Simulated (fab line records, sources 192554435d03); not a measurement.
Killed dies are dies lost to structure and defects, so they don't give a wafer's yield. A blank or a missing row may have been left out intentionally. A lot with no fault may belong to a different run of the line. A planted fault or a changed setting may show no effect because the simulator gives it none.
What tool caused it?	flow n5_finfet	36 wafers from 12 lots sampled at 2 of the route's 1938 steps

== WHAT THE GAUGES READ, wafer by wafer ==
N5_BEOL_M0_SAQP_CD_MEAS_40 targets a cd of 30 nm.
lot	measured	on	cd_nm (nm)
L075	day 6 00:07	cd_sem-01	29.96 30.01 30.03
L076	day 6 13:52	cd_sem-02	30.57 30.19 30.19
L079	day 6 21:04	cd_sem-02	29.79 30.19 30.03
L081	day 7 08:39	cd_sem-01	30.02 30.13 29.95
L083	day 8 00:28	cd_sem-01	30.13 29.89 30.74
L085	day 8 08:33	cd_sem-02	29.65 29.95 29.98
L086	day 9 03:24	cd_sem-02	30.29 30.15 30.43
L088	day 9 19:58	cd_sem-03	30.24 30.22 29.99
L090	day 10 00:24	cd_sem-02	30.20 30.08 29.85
L093	day 10 18:05	cd_sem-02	30.14 30.39 30.12
L095	day 11 02:20	cd_sem-02	30.33 30.19 30.14
L097	day 11 17:43	cd_sem-02	30.08 29.92 30.32

== EACH LOT AND THE TOOL THAT RAN IT (in order: tool; ch and the chambers of the sampled wafers; start) ==
lot	N5_BEOL_M0_SAQP_MANDREL2_REMOVE_110
L075	rie_si-02 ch 0,2,3, day 5 23:34
L076	rie_si-02 ch 0,1,2, day 6 13:26
L079	rie_si-02 ch 0,2,3, day 6 20:38
L081	rie_si-03 ch 1,2,3, day 7 08:14
L083	rie_si-05 ch 0,2,3, day 8 00:02
L085	rie_si-02 ch 1,2, day 8 08:08
L086	rie_si-02 ch 0,1,3, day 9 02:51
L088	rie_si-03 ch 1,3, day 9 19:26
L090	rie_si-02 ch 0,1,3, day 9 23:56
L093	rie_si-02 ch 0,2,3, day 10 17:40
L095	rie_si-03 ch 1,3, day 11 01:53
L097	rie_si-05 ch 0,1,2, day 11 17:17
- N5_BEOL_M0_SAQP_MANDREL2_REMOVE_110: chemistry HBr/Cl2/O2, target a-Si, stops on SiCN, bt time 10 s.

== THE ANSWER, worked out from the rows above alone ==
Rule: usual is defined by the lots themselves. Put in order of their means at a reading, lots are off if they are a third of the lots or fewer, leave a main group of 4 or more, and stand apart from it by a gap of 3 or more times the standard deviation of the main group's means; of several such gaps the widest counts. The tables above print the reading to a certain number of digits; a main group whose means all agree to those digits is not used. A lot without any number at a reading at which 4 lots or more have one is off too. All remaining lots with rows at the step are treated as sound.
No lot is off at any reading shown: from this, nothing can be told.

== WHAT THE SIMULATOR HAD INSERTED ==
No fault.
